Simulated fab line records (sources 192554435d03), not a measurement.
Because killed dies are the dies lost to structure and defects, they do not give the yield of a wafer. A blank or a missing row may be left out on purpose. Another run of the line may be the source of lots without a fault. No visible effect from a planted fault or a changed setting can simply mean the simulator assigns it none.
Comparing a struck lot with a sound one -- flow n5 finfet -- 18 steps out of a route of 1938
Sound: these wafers, L852.1, L852.2, L852.3. Wafers L865.1, L865.5 were the ones struck. The cause comes at the end.
Order at every step that has rows: each side's tool, ch and its chambers, its first start. Under that, the readings that differ: sound wafers -- struck wafers -- difference of the means -- sigmas: that difference in standard deviations of wafers without a fault.
alike: words and numbers the same on both sides, and readings whose means are apart by under 2 such deviations; not compared: readings that were withheld, readings missing a value for some wafer, numbers with overlapping values and no deviation given by the record, and bounds like >300 which may hide the same value.
The two part at a step that has a row with sigmas, a row that says differs or no value, or rows on one side only. When numbers do not overlap yet have no deviation, they are printed without sigmas and do not part them. Lack of a reading on every wafer of one side parts them only where that side has two or more wafers.

N5_BEOL_M3_INSPECT_30: inspects for defects (brightfield).
  sound: defect inspect-02 at day 8 09:53; struck: defect inspect-02 at day 13 03:49
  alike: raw defect count
N5_BEOL_M3_DESCUM_33: chemistry O2, time 7 s.
  sound on rie diel-04 ch 1,2,3, day 8 09:55; struck on rie diel-04 ch 0, day 13 03:50
reading,sound,struck,difference,sigmas
oes product au (a.u.),0.72 0.68 0.77,0.93 0.92,+0.20,+2
  alike: drypump motor current A, o2 flow sccm, rf vpp V, showerhead plenum p Torr, throttle valve pct
  not compared: rf hours counter h
N5_BEOL_M3_ETCH_77: etches underlayer in N2/H2, target depth 6.5 nm, time 5.2 s.
  sound on rie diel-04 ch 1,2,3, day 8 09:58; struck on rie diel-04 ch 0, day 13 03:53
reading,sound,struck,difference,sigmas
oes product au (a.u.),0.60 0.57 0.66,0.78 0.79,+0.18,+2
  alike: drypump motor current A, etch rf on time s, rf vpp V, showerhead plenum p Torr, throttle valve pct
  not compared: rf hours counter h
N5_BEOL_M3_ETCH_69: etches SiARC in CF4, target depth 15.6 nm, time 26 s.
  sound on rie diel-04 ch 1,2,3, day 8 09:58; struck on rie diel-04 ch 0, day 13 03:53
reading,sound,struck,difference,sigmas
oes product au (a.u.),0.61 0.57 0.66,0.78 0.79,+0.17,+2
  alike: cf4 flow sccm, drypump motor current A, etch rf on time s, rf vpp V, showerhead plenum p Torr, throttle valve pct
  not compared: rf hours counter h
then, 5 steps without rows for these wafers: N5_BEOL_M3_ALD_98 (deposits SiO2, target thk 2.5 nm, pulse time 1 s, co reactant pulse time 1 s); N5_BEOL_M3_ETCHBACK_99 (etches SiO2 in CHF3, target depth 5 nm, time 10.4 s); N5_BEOL_M3_ETCH_70 (etches SOC in N2/H2, target depth 80 nm, overetch 16 nm, time 120 s); N5_BEOL_M3_STRIP_71 (strips in N2/H2); N5_BEOL_M3_STRIP_78 (strips in N2/H2).
N5_BEOL_M3_VIA_ETCH_34: etches the open film in C4F6/O2, target depth 69.4 nm, time 65.9 s.
  sound on rie diel-01 ch 0,1,2, day 8 20:57; struck on rie diel-02 ch 0,1, day 13 14:27
  alike: drypump motor current A, oes_f_703_au, oes product au, rf vpp V, run length s, showerhead plenum p Torr, throttle valve pct
  not compared: rf hours counter h
then, 1 step without rows for these wafers: N5_BEOL_M3_STRIP_83 (strips in C4F6/O2).
N5_BEOL_M3_STRIP_36: strips in N2/H2.
  sound on rie diel-01 ch 0,1,2, day 8 21:01; struck on rie diel-02 ch 0,1, day 13 14:31
  alike: drypump motor current A, oes product au, rf vpp V, showerhead plenum p Torr, throttle valve pct
  not compared: rf hours counter h
N5_BEOL_M3_TRENCH_ETCH_37: etches SiOC in C4F6/O2, target depth 55.555 nm, time 29.2 s.
  sound on rie diel-01 ch 0,1,2, day 8 21:03; struck on rie diel-02 ch 0,1, day 13 14:33
reading,sound,struck,difference,sigmas
run length s (s),51.8 52.8 52.5,49.9 49.9,-2.5,-6
model.BEOL_M3.feature depth nm (nm),55 54 55.4,50.6 50.2,-4.4,
model.etch.depth nm (nm),55.02 54.1 55.42,50.69 50.2,-4.40,
  alike: drypump motor current A, oes_f_703_au, oes product au, rf vpp V, showerhead plenum p Torr, throttle valve pct
  not compared: rf hours counter h
then, 2 steps without rows for these wafers: N5_BEOL_M3_ETCH_41 (etches SiCN in CH3F/O2, target depth 29.9 nm, time 52.5 s); N5_BEOL_M3_STRIP_97 (strips in N2/H2, time 10 s).
N5_BEOL_M3_OCD_MEAS_38:
  sound: ocd-01 at day 8 21:12; struck: ocd-02 at day 13 14:42
reading,sound,struck,difference,sigmas
trench depth nm (nm),54.9 53.9 55.1,50.8 49.6,-4.4,-6
then, 1 step without rows for these wafers: N5_BEOL_M3_HM_STRIP_39 (strips TiN in peroxide tin strip, target depth 25 nm, time 158 s).
N5_BEOL_M4_RC_MEAS_101:
  sound on prober-01 ch 0, day 9 18:31; struck on prober-01 ch 0, day 14 17:10
  alike: DIBL_N, DIBL_P, IOFF_N, IOFF_P, ION_N, ION_P, SS_N, SS_P, VT_N, VT_P

## WHERE THEY PART
Earliest at N5_BEOL_M3_DESCUM_33; latest, in this record, at N5_BEOL_M3_OCD_MEAS_38. Later steps at which nothing parts them and some readings are alike: N5_BEOL_M4_RC_MEAS_101.

WHY: whatever the simulator had introduced
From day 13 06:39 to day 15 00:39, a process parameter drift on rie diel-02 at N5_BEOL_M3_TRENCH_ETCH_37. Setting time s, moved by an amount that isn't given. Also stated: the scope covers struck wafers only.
